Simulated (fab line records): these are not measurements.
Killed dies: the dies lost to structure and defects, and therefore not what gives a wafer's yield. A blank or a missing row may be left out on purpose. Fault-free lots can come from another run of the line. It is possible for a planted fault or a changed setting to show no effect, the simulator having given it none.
Matching of chambers || flow n5 finfet || N5_BEOL_M0_CO_CAP_123 on cvd co-01 has 3 sister chambers
The step material Co, precursor CCTBA/H2, target thk 2 nm, time 102.1 s. 3 wafers are shown with their chamber, then 7 later ones without.

## EACH WAFER AND ITS CHAMBER
{"wafer": "L180.1", "chamber": 2, "heater power w (W)": 225}
{"wafer": "L182.2", "chamber": 0, "heater power w (W)": 205}
{"wafer": "L182.4", "chamber": 1, "heater power w (W)": 268}

## WAFERS MISSING THEIR CHAMBER
{"wafer": "L182.6", "heater power w (W)": 204}
{"wafer": "L187.1", "heater power w (W)": 207}
{"wafer": "L187.4", "heater power w (W)": 203}
{"wafer": "L187.5", "heater power w (W)": 261}
{"wafer": "L193.1", "heater power w (W)": 232}
{"wafer": "L193.4", "heater power w (W)": 261}
{"wafer": "L193.6", "heater power w (W)": 205}

## WHICH CHAMBER EACH WENT THROUGH
{"wafer": "L182.6", "from the rows above": 0, "in truth": 0}
{"wafer": "L187.1", "from the rows above": 0, "in truth": 0}
{"wafer": "L187.4", "from the rows above": 0, "in truth": 0}
{"wafer": "L187.5", "from the rows above": 1, "in truth": 1}
{"wafer": "L193.1", "from the rows above": 2, "in truth": 2}
{"wafer": "L193.4", "from the rows above": 1, "in truth": 1}
{"wafer": "L193.6", "from the rows above": 0, "in truth": 0}
Placed correctly: 7 of 7. Left unplaced by these rows: 0. Wrongly placed: 0.
How it was worked out, from the rows above alone: a wafer's distance from a chamber is the root of the sum, over the readings, of the square of ((its reading less the chamber's mean) divided by the reading's scatter). If the next closest chamber is less than 2 further off than the closest, the wafer can't be placed; otherwise it belongs to the closest. The mean given for a chamber averages the wafers shown for that chamber. The scatter (one wafer shown for each chamber): square how far every hidden wafer sits from the nearest shown wafer, average those squares and take the square root.
